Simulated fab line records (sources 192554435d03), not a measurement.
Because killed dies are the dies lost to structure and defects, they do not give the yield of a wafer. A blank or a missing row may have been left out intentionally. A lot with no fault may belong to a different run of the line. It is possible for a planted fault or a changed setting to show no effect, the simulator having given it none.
Struck lot and sound lot, side by side    flow n5_finfet    39 steps out of a route of 1938
Sound: the wafers L589.1, L589.2, L589.4. The struck wafers were L587.3, L587.4, L587.5. The cause comes at the end.
At each step with rows: each side's tool, then ch and its chambers, then its first start. Under that, the readings that differ: sound wafers    struck wafers    difference of the means    sigmas: that difference in standard deviations of wafers without a fault.
alike: readings with means less than 2 such deviations apart, plus words and numbers identical on both sides. not compared: withheld readings, readings lacking a value on some wafer, bounds such as >300 that could conceal the same value, and numbers that have no deviation in the record and whose values overlap.
A row with sigmas, a row that says differs or no value, or rows on one side alone: a step with any of these is where the two part. Numbers that don't overlap but have no deviation are shown without sigmas and don't part them. Lack of a reading on every wafer of one side parts them only where that side has two or more wafers.

first, 9 steps without rows for these wafers: N5_BEOL_M0_CUTY_EXPOSE_54 (exposes mask M0 ABLK); N5_BEOL_M0_CUTY_PEB_55 (peb time 60 s); N5_BEOL_M0_CUTY_DEVELOP_56 (develop time 30 s); N5_BEOL_M0_CUTY_DESCUM_61 (chemistry O2, time 7.9 s); N5_BEOL_M0_CUTY_ETCH_62 (etches SiARC in CF4, time 58.5 s); N5_BEOL_M0_CUTY_ETCH_63 (etches SOC in N2/H2, target depth 82.7 nm, overetch 16.5 nm, time 124 s); N5_BEOL_M0_CUTY_STRIP_64 (strips in N2/H2); N5_BEOL_M0_ETCH_138 (etches SiCN in CH3F/O2, target depth 12 nm, time 31.6 s); N5_BEOL_M0_HM_OPEN_105 (chemistry Cl2/BCl3, target TiN, target depth 12 nm).
N5_BEOL_M0_STRIP_140: strips in CF4.
  sound on rie_diel-01 ch 2,3, day 9 10:34; struck on rie_diel-04 ch 2,3, day 8 13:17
  no value came back on the struck wafers for any of 7 readings (bias_power_w (W), cf4_flow_sccm (sccm) and others); on the sound wafers bias_power_w (W) reads 75.20 74.74 75.04
  not compared: rf_hours_counter_h
then, 27 steps without rows for these wafers: N5_BEOL_M0_STRIP_104 (strips in N2/H2); N5_BEOL_M0_WET_ETCH_106 (etches SiO2 in DHF, target depth 130 nm, rinse time 30 s); N5_BEOL_M0_ETCH_128 (etches SiCN in CF4/N2, target depth 12 nm, overetch 5.1 nm, time 21.4 s); N5_BEOL_M0_TRENCH_ETCH_107 (etches SiOC in C4F6/O2, target depth 32.8 nm, time 16.4 s); N5_BEOL_M0_STRIP_142 (strips in N2/H2, time 10 s); N5_BEOL_M0_HM_STRIP_129 (strips TiN in peroxide tin strip, target depth 17 nm, time 108 s); N5_BEOL_M0_SRD_130 (time 30 s); N5_BEOL_M0_ETCH_109 (etches SiCN in CH3F/O2, target depth 8 nm, overetch 2.4 nm, time 27.4 s); N5_BEOL_M0_STRIP_139 (strips in post etch residue remover, time 60 s); N5_BEOL_M0_SRD_111 (time 30 s); N5_BEOL_M0_DEGAS_112 (time 60 s); N5_BEOL_M0_PRE_CLEAN_113 (time 30 s); N5_BEOL_M0_ALD_136 (deposits TaN, pulse time 2 s, purge time 3 s, co reactant purge time 2 s); N5_BEOL_M0_SURFACE_TREAT_137; N5_BEOL_M0_CVD_115 (deposits Co from CCTBA/H2, time 120 s); N5_BEOL_M0_SPUTTER_116 (material Cu, target thk 4 nm, time 7.37 s); N5_BEOL_M0_ANNEAL_117 (time 60 s); N5_BEOL_M0_SPUTTER_132 (material Cu, target thk 4 nm, time 7.37 s); N5_BEOL_M0_ANNEAL_133 (time 60 s); N5_BEOL_M0_SPUTTER_134 (material Cu, target thk 4 nm, time 7.37 s); N5_BEOL_M0_ANNEAL_135 (time 60 s); N5_BEOL_M0_SPUTTER_141 (material Cu, target thk 4 nm, time 7.37 s); N5_BEOL_M0_ECD_118 (material Cu, target thk 300 nm); N5_BEOL_M0_ANNEAL_119 (time 90 s); N5_BEOL_M0_CMP_120 (polishes, stops on SiOC, t overpolish 6.9 s); N5_BEOL_M0_PRE_CLEAN_131 (time 15 s); N5_BEOL_M0_CO_CAP_123 (material Co, precursor CCTBA/H2, target thk 2 nm, time 102.1 s).
-- a jump in the record: the struck wafers' starts before and after are 2 days apart (it breaks off in module BEOL_M0 and resumes in module BEOL_M4, where the first step shown is number 1111 of the route) --
N5_BEOL_M4_RC_MEAS_101:
  sound on prober-01 ch 0, day 12 06:58; struck on prober-02 ch 0, day 10 21:20
reading        sound        struck       difference  sigmas
ION_N (uA/um)  649 667 671  697 672 701  +28         +2
  alike: DIBL_N, DIBL_P, IOFF_N, IOFF_P, ION_P, SS_N, SS_P, VT_N, VT_P
-- a jump in the record: the struck wafers' starts before and after are 5 days apart (it breaks off in module BEOL_M4 and resumes in module PASSIVATION, where the first step shown is number 1936 of the route) --
N5_PASSIVATION_PROBE_49:
  sound on prober-01, day 16 15:19; struck on prober-02, day 15 15:23
reading                   sound           struck          difference  sigmas
defect_limited_yield (%)  90.2 89.4 91.4  49.5 45.0 51.4  -41.7       -30
killed_at_M0_to_M3        28 47 26        537 590 509     +512        +55
killed_dies               116 125 101     596 649 573     +492        +29
killed_on_rim             13 17 19        20 33 99        +34         +9
sort_bin_5_function (%)   5.8 6.3 4.7     46.5 52.6 45.6  +42.6       +44
sort_n_pass               1064 1055 1079  584 531 607     -492        -29
sort_yield_pct (%)        90.2 89.4 91.4  49.5 45.0 51.4  -41.7       -30
  alike: killed_at_M4_up, killed_at_contacts, killed_at_front_end, killed_at_other, killed_open, killed_short, sort_bin_6_memory, sort_bin_8_speed

== WHERE THEY PART ==
Earliest at N5_BEOL_M0_STRIP_140; latest, in this record, at N5_PASSIVATION_PROBE_49.

WHY: what the simulator had put in
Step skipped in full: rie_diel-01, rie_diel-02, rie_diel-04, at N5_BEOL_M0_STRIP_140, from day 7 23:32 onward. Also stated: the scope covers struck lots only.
